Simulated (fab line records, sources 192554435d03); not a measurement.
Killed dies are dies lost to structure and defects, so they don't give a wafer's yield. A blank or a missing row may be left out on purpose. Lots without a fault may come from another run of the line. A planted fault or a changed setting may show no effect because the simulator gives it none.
Chamber matching | flow n5_finfet | N5_DUMMY_REMOVAL_HM_STRIP_01 on rie_diel-05: 4 sister chambers
The step strips SiNx in CH3F/O2, stops on poly-Si, target depth 4 nm, time 6.8 s. 6 wafers are shown with their chamber, then 8 later ones without.

WAFERS WITH THEIR CHAMBER
wafer  | chamber | throttle_valve_pct (%) | oes_product_au (a.u.)
L076.3 | 0       | 16.66                  | 0.58
L076.6 | 2       | 15.74                  | 0.76
L082.3 | 1       | 16.52                  | 0.67
L083.2 | 1       | 16.54                  | 0.67
L083.4 | 3       | 16.73                  | 0.61
L084.1 | 3       | 16.77                  | 0.62

WAFERS WITHOUT THEIR CHAMBER
wafer  | throttle_valve_pct (%) | oes_product_au (a.u.)
L084.2 | 16.68                  | 0.58
L084.3 | 16.54                  | 0.67
L089.3 | 16.79                  | 0.61
L089.5 | 15.77                  | 0.73
L089.6 | 16.56                  | 0.66
L095.1 | 16.80                  | 0.61
L095.2 | 16.72                  | 0.57
L095.4 | 15.79                  | 0.71

WHICH CHAMBER EACH WENT THROUGH
wafer  | from the rows above | in truth
L084.2 | 0                   | 0
L084.3 | 1                   | 1
L089.3 | 3                   | 3
L089.5 | 2                   | 2
L089.6 | 1                   | 1
L095.1 | 3                   | 3
L095.2 | 0                   | 0
L095.4 | 2                   | 2
Placed correctly: 8 of 8. Can't be placed from these rows: 0. Placed wrongly: 0.
How it was worked out, from the rows above alone: a wafer's distance from a chamber is the root of the sum, over the readings, of the square of ((its reading less the chamber's mean) divided by the reading's scatter). The wafer belongs to the nearest chamber; if the next one is less than 2 further off, it can't be placed. A chamber's mean is the mean of its shown wafers. The scatter: the root of (the sum of the squares of (reading less its chamber's mean) over the shown wafers, divided by (wafers less chambers)).
